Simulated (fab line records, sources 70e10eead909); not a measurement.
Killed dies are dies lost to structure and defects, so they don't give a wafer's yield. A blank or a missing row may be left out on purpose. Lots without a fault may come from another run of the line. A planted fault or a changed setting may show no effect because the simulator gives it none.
Chamber matching | flow nand_harc | NHARC_A_CONTACT_ALD_18 on ald_metal-03: 4 sister chambers
The step deposits TiN, target thk 3 nm, pulse time 1 s, ald cycles 150. 8 wafers are shown with their chamber, then 12 later ones without.

WAFERS WITH THEIR CHAMBER
wafer  | chamber | heater_power_w (W) | precursor_pulse_height_rel
L084.4 | 3       | 1162               | 0.971
L088.4 | 3       | 1113               | 0.974
L088.5 | 0       | 971                | 1.010
L089.5 | 2       | 1134               | 0.988
L089.6 | 1       | 969                | 0.986
L091.2 | 0       | 985                | 1.003
L091.3 | 1       | 963                | 1.025
L091.4 | 2       | 1149               | 0.968

WAFERS WITHOUT THEIR CHAMBER
wafer  | heater_power_w (W) | precursor_pulse_height_rel
L091.1 | 1104               | 1.009
L091.5 | 1158               | 1.015
L091.6 | 1117               | 1.002
L095.1 | 968                | 1.061
L095.2 | 998                | 1.022
L095.4 | 1140               | 0.992
L096.1 | 999                | 0.992
L096.3 | 972                | 0.975
L096.6 | 990                | 1.001
L096.2 | 1127               | 0.993
L096.4 | 1130               | 1.016
L096.5 | 1004               | 1.001

WHICH CHAMBER EACH WENT THROUGH
wafer  | from the rows above     | in truth
L091.1 | can't be placed: 2 or 3 | 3
L091.5 | can't be placed: 2 or 3 | 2
L091.6 | can't be placed: 2 or 3 | 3
L095.1 | can't be placed: 0 or 1 | 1
L095.2 | can't be placed: 0 or 1 | 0
L095.4 | can't be placed: 2 or 3 | 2
L096.1 | can't be placed: 0 or 1 | 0
L096.3 | can't be placed: 1 or 0 | 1
L096.6 | can't be placed: 0 or 1 | 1
L096.2 | can't be placed: 2 or 3 | 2
L096.4 | can't be placed: 2 or 3 | 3
L096.5 | can't be placed: 0 or 1 | 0
Placed correctly: 0 of 12. Can't be placed from these rows: 12 (the true chamber is among the candidates in 12). Placed wrongly: 0.
How it was worked out, from the rows above alone: a wafer's distance from a chamber is the root of the sum, over the readings, of the square of ((its reading less the chamber's mean) divided by the reading's scatter). The wafer belongs to the nearest chamber; if the next one is less than 2 further off, it can't be placed. A chamber's mean is the mean of its shown wafers. The scatter: the root of (the sum of the squares of (reading less its chamber's mean) over the shown wafers, divided by (wafers less chambers)).
